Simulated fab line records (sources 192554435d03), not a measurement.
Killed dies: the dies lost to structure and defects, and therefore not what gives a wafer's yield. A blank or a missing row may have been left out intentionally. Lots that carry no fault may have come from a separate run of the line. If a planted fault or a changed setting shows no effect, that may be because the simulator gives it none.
Chamber matching | flow n5_finfet | pecvd-02 running N5_BEOL_M5_DEP_56: 3 sister chambers
The step deposits SiCN from 3MS/NH3, target thk 8 nm, time 14 s. 20 wafers are shown with their chamber, then 10 later ones without.

## WAFERS WITH THEIR CHAMBER
wafer  | chamber | showerhead_plenum_p_Torr (Torr) | throttle_valve_pct (%)
L075.1 | 0       | 3.678                           | 9.2
L075.4 | 1       | 3.682                           | 9.3
L075.6 | 0       | 3.677                           | 9.2
L078.1 | 1       | 3.686                           | 9.6
L078.2 | 2       | 3.649                           | 9.1
L078.3 | 0       | 3.678                           | 9.4
L078.4 | 0       | 3.676                           | 9.2
L078.5 | 1       | 3.678                           | 9.1
L078.6 | 2       | 3.641                           | 8.8
L081.2 | 0       | 3.678                           | 9.3
L081.3 | 2       | 3.646                           | 8.8
L081.5 | 0       | 3.671                           | 9.2
L082.1 | 2       | 3.651                           | 9.4
L082.4 | 0       | 3.682                           | 9.3
L082.6 | 1       | 3.691                           | 9.3
L084.1 | 0       | 3.677                           | 9.5
L084.4 | 1       | 3.690                           | 9.5
L084.6 | 2       | 3.635                           | 9.1
L086.3 | 1       | 3.682                           | 9.6
L086.4 | 0       | 3.679                           | 9.4

SIGNATURES (means of the wafers above)
reading                  | chamber 0 | chamber 1 | chamber 2 | scatter within a chamber
showerhead_plenum_p_Torr | 3.67733   | 3.68483   | 3.64440   | 0.00463
throttle_valve_pct       | 9.300     | 9.400     | 9.040     | 0.18
Rule: for a wafer and a chamber, the distance is found by dividing, reading by reading, the gap between the wafer's reading and the chamber's mean by the reading's scatter, squaring, summing and taking the root. If the next closest chamber is less than 2 further off than the closest, the wafer can't be placed; otherwise it belongs to the closest. How the scatter is found: for the shown wafers, subtract from each reading the mean of its chamber, square and add these, divide the total by (wafers less chambers), then take the root.

## WAFERS WHOSE CHAMBER IS MISSING
wafer  | showerhead_plenum_p_Torr (Torr) | throttle_valve_pct (%)
L086.6 | 3.690                           | 9.5
L087.2 | 3.630                           | 8.9
L087.3 | 3.692                           | 9.4
L087.4 | 3.636                           | 9.2
L094.2 | 3.644                           | 9.1
L094.3 | 3.680                           | 9.4
L094.5 | 3.627                           | 9.3
L097.2 | 3.683                           | 9.3
L097.5 | 3.678                           | 8.9
L097.6 | 3.691                           | 9.6

## WHICH CHAMBER EACH ONE RAN IN
wafer  | from the rows above     | in truth
L086.6 | can't be placed: 1 or 0 | 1
L087.2 | 2                       | 2
L087.3 | can't be placed: 1 or 0 | 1
L087.4 | 2                       | 2
L094.2 | 2                       | 2
L094.3 | can't be placed: 0 or 1 | 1
L094.5 | 2                       | 2
L097.2 | can't be placed: 1 or 0 | 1
L097.5 | can't be placed: 0 or 1 | 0
L097.6 | can't be placed: 1 or 0 | 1
Correct placement for 4 of the 10. These rows do not allow placing 6 (true chamber among the candidates in 6). Number placed wrongly: 0.
